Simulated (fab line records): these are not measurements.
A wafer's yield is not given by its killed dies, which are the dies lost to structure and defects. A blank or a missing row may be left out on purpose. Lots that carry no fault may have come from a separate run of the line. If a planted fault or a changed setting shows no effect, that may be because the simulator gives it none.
What tool caused it? ; flow n5 finfet ; 10 lots with 30 wafers sampled at 5 steps, on a route of 1938 steps

== WHAT THE GAUGES SHOWED, per wafer ==
No reading from a measuring or inspecting step in the record can be judged against a usual standard deviation.

== TOOL THAT RAN EACH LOT (tool first, then ch and the chambers of the sampled wafers, then the start) ==
lot;N5_PASSIVATION_PASS_ETCH_74;N5_PASSIVATION_DEGAS_18;N5_PASSIVATION_SPUTTER_20;N5_PASSIVATION_STRIP_48;N5_PASSIVATION_PROBE_49
L728;rie diel-02 ch 0,2,3, day 12 20:50;pvd sputter-03, day 12 21:26;pvd sputter-03, day 12 21:31;rie diel-05 ch 0,3, day 13 00:56;prober-02, day 13 03:32
L729;rie diel-02 ch 0,1,2, day 13 01:25;pvd sputter-01, day 13 02:11;pvd sputter-01, day 13 02:16;rie diel-05 ch 0,2,3, day 13 06:31;prober-01, day 13 09:08
L730;rie diel-06 ch 0,2,3, day 13 01:56;pvd sputter-01, day 13 02:34;pvd sputter-01, day 13 02:39;rie diel-03 ch 1,2, day 13 06:47;-
L731;rie diel-02 ch 0,1, day 13 05:20;pvd sputter-03, day 13 06:13;pvd sputter-03, day 13 06:17;rie diel-01 ch 0,1,3, day 13 09:25;-
L741;rie diel-06 ch 1,2,3, day 15 13:23;pvd sputter-03, day 15 14:05;pvd sputter-03, day 15 14:10;rie diel-03 ch 0,2,3, day 15 17:25;-
L740;rie diel-02 ch 1,3, day 15 18:45;pvd sputter-03, day 15 19:53;pvd sputter-03, day 15 19:58;rie diel-03 ch 0,1,2, day 15 23:08;-
L744;rie diel-06 ch 1,2,3, day 15 18:49;pvd sputter-02, day 15 20:05;pvd sputter-02, day 15 20:10;rie diel-01 ch 0,2, day 15 23:11;-
L743;rie diel-02 ch 0,2,3, day 15 20:01;pvd sputter-02, day 15 21:10;pvd sputter-02, day 15 21:15;rie diel-03 ch 1,2,3, day 16 00:14;prober-01, day 16 03:38
L746;rie diel-04 ch 0,1,2, day 16 12:44;pvd sputter-01, day 16 13:38;pvd sputter-01, day 16 13:43;rie diel-01 ch 0,2,3, day 16 16:53;-
L749;rie diel-04 ch 0,2,3, day 16 21:03;pvd sputter-02, day 16 23:04;pvd sputter-02, day 16 23:08;rie diel-01 ch 2,3, day 17 02:13;-
- N5_PASSIVATION_PASS_ETCH_74: etches SiNx in CF4/O2, target depth 220 nm, time 110 s.
- N5_PASSIVATION_DEGAS_18: time 60 s.
- N5_PASSIVATION_SPUTTER_20: material TaN, target thk 50 nm.
- N5_PASSIVATION_STRIP_48: strips in O2.
- N5_PASSIVATION_PROBE_49

== WHAT THE TOOLS THEMSELVES READ (means of the sampled wafers that have a number; where no wafer has one, the mark that the record gives instead) ==
N5_PASSIVATION_PASS_ETCH_74.
lot;tool;drypump motor current A (A);oes_ar_750_au (a.u.);oes product au (a.u.);rf vpp V (V);showerhead plenum p Torr (Torr);throttle valve pct (%)
L728;rie diel-02;5.67;0.80;0.81;239.1;2.18;15.99
L729;rie diel-02;5.77;0.72;0.72;240.2;2.16;16.19
L730;rie diel-06;5.93;0.79;0.80;242.5;2.22;16.14
L731;rie diel-02;5.95;0.71;0.70;240.4;2.18;16.37
L741;rie diel-06;5.96;0.77;0.77;244.0;2.21;16.06
L740;rie diel-02;5.69;0.90;0.90;238.9;2.21;15.89
L744;rie diel-06;5.96;0.77;0.78;243.3;2.21;16.07
L743;rie diel-02;5.66;0.78;0.77;239.6;2.17;16.04
L746;rie diel-04;5.96;0.80;0.81;240.7;2.24;15.98
L749;rie diel-04;5.70;0.84;0.84;241.5;2.19;15.89

N5_PASSIVATION_DEGAS_18.
lot;tool;heater power w (W)
L728;pvd sputter-03;492
L729;pvd sputter-01;460
L730;pvd sputter-01;444
L731;pvd sputter-03;435
L741;pvd sputter-03;545
L740;pvd sputter-03;529
L744;pvd sputter-02;513
L743;pvd sputter-02;478
L746;pvd sputter-01;437
L749;pvd sputter-02;501

N5_PASSIVATION_SPUTTER_20.
lot;tool;throttle valve pct (%)
L728;pvd sputter-03;31.2
L729;pvd sputter-01;30.1
L730;pvd sputter-01;29.9
L731;pvd sputter-03;31.0
L741;pvd sputter-03;31.1
L740;pvd sputter-03;31.0
L744;pvd sputter-02;30.4
L743;pvd sputter-02;30.0
L746;pvd sputter-01;30.0
L749;pvd sputter-02;29.9

N5_PASSIVATION_STRIP_48.
lot;tool;drypump motor current A (A);o2 flow sccm (sccm);oes product au (a.u.);rf vpp V (V);showerhead plenum p Torr (Torr);temp c (C);throttle valve pct (%)
L728;rie diel-05;5.3;225.5;0.88;2.8;2.12;59.92;16.60
L729;rie diel-05;5.6;225.6;0.78;5.1;2.09;60.08;16.71
L730;rie diel-03;6.0;224.5;0.73;3.5;2.17;60.02;16.62
L731;rie diel-01;5.6;225.7;0.77;3.8;2.10;60.02;16.36
L741;rie diel-03;6.4;224.5;0.82;3.4;2.05;59.83;16.65
L740;rie diel-03;6.2;224.4;0.81;4.6;2.12;59.21;16.55
L744;rie diel-01;5.4;226.0;0.78;2.5;2.18;59.96;16.42
L743;rie diel-03;6.2;225.0;0.79;4.3;2.10;58.96;16.58
L746;rie diel-01;5.3;224.8;0.77;4.4;2.17;59.93;16.41
L749;rie diel-01;5.3;223.9;0.75;4.0;2.19;60.11;16.57

N5_PASSIVATION_PROBE_49.
lot;tool;defect limited yield (%);killed_at_M0_to_M3;killed_at_M4_up;killed at contacts;killed at front end;killed at other;killed dies;killed open;killed short;sort_bin_5_function (%);sort_bin_6_memory (%);sort_bin_8_speed (%);sort n pass;sort yield pct (%)
L728;prober-02;91.7;27;19;12;38;1.3;98;65;32;4.9;3.1;0.00;1082;91.7
L729;prober-01;89.1;32;15;20;57;4.7;129;83;44;6.6;3.8;0.00;1051;89.1
L743;prober-01;91.4;30;22;5;42;2.0;102;61;36;5.0;3.3;0.00;1078;91.4

== THE ANSWER, worked out from the rows above alone ==
Rule: usual is defined by the lots themselves. Put in order of their means at a reading, lots are off if they are a third of the lots or fewer, leave a main group of 4 or more, and stand apart from it by a gap of 3 or more times the standard deviation of the main group's means; of several such gaps the widest counts. A main group whose means are all the same, to the digits that the tables above print for the reading, isn't used. A lot without any number at a reading at which 4 lots or more have one is off too. Any other lot the step has rows for is counted as sound. Order of review: gauges by route order, followed by the tools' own readings, for which a lot's mean as printed above is used. The first step at which some lot is off is used, and at that step the reading that is off furthest; a lot without a number counts as furthest.
Off: L740, L743 (N5_PASSIVATION_STRIP_48, temp c). The main group: mean 59.98 C, standard deviation 0.086.
If a tool, at that step or one of the process steps before it, ran each lot that is off and ran no sound lot following the first of them, it fits. Undecided on this evidence; 2 tools fit (rie diel-02 at N5_PASSIVATION_PASS_ETCH_74, rie diel-03 at N5_PASSIVATION_STRIP_48).

== WHAT HAD BEEN PUT IN BY THE SIMULATOR ==
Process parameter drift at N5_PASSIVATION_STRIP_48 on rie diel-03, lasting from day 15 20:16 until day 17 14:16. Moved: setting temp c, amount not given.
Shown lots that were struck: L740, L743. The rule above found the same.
